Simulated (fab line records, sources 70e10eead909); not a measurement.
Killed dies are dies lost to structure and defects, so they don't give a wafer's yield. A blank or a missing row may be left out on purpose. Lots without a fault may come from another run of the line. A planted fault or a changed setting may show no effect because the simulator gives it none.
Chamber matching | flow nand_harc | NHARC_A_STAIRCASE_ETCH_292 on rie_diel-08: 4 sister chambers
The step etches the open film in CF4/CHF3. 4 wafers are shown with their chamber, then 12 later ones without.

WAFERS WITH THEIR CHAMBER
wafer  | chamber | showerhead_plenum_p_Torr (Torr)
L088.2 | 1       | 1.68
L088.4 | 2       | 1.55
L089.1 | 3       | 1.55
L089.6 | 0       | 1.51

WAFERS WITHOUT THEIR CHAMBER
wafer  | showerhead_plenum_p_Torr (Torr)
L092.1 | 1.51
L092.2 | 1.55
L092.3 | 1.55
L092.4 | 1.51
L092.5 | 1.55
L092.6 | 1.55
L094.2 | 1.51
L094.4 | 1.51
L094.6 | 1.55
L096.4 | 1.55
L096.5 | 1.55
L096.6 | 1.50

WHICH CHAMBER EACH WENT THROUGH
wafer  | from the rows above     | in truth
L092.1 | 0                       | 0
L092.2 | can't be placed: 2 or 3 | 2
L092.3 | can't be placed: 2 or 3 | 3
L092.4 | 0                       | 0
L092.5 | can't be placed: 2 or 3 | 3
L092.6 | can't be placed: 2 or 3 | 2
L094.2 | 0                       | 0
L094.4 | 0                       | 0
L094.6 | can't be placed: 2 or 3 | 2
L096.4 | can't be placed: 2 or 3 | 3
L096.5 | can't be placed: 2 or 3 | 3
L096.6 | 0                       | 0
Placed correctly: 5 of 12. Can't be placed from these rows: 7 (the true chamber is among the candidates in 7). Placed wrongly: 0.
How it was worked out, from the rows above alone: a wafer's distance from a chamber is the root of the sum, over the readings, of the square of ((its reading less the chamber's mean) divided by the reading's scatter). The wafer belongs to the nearest chamber; if the next one is less than 2 further off, it can't be placed. A chamber's mean is the mean of its shown wafers. The scatter: with one shown wafer a chamber, the root of the mean of the squares of how far each hidden wafer lies from its nearest shown one.
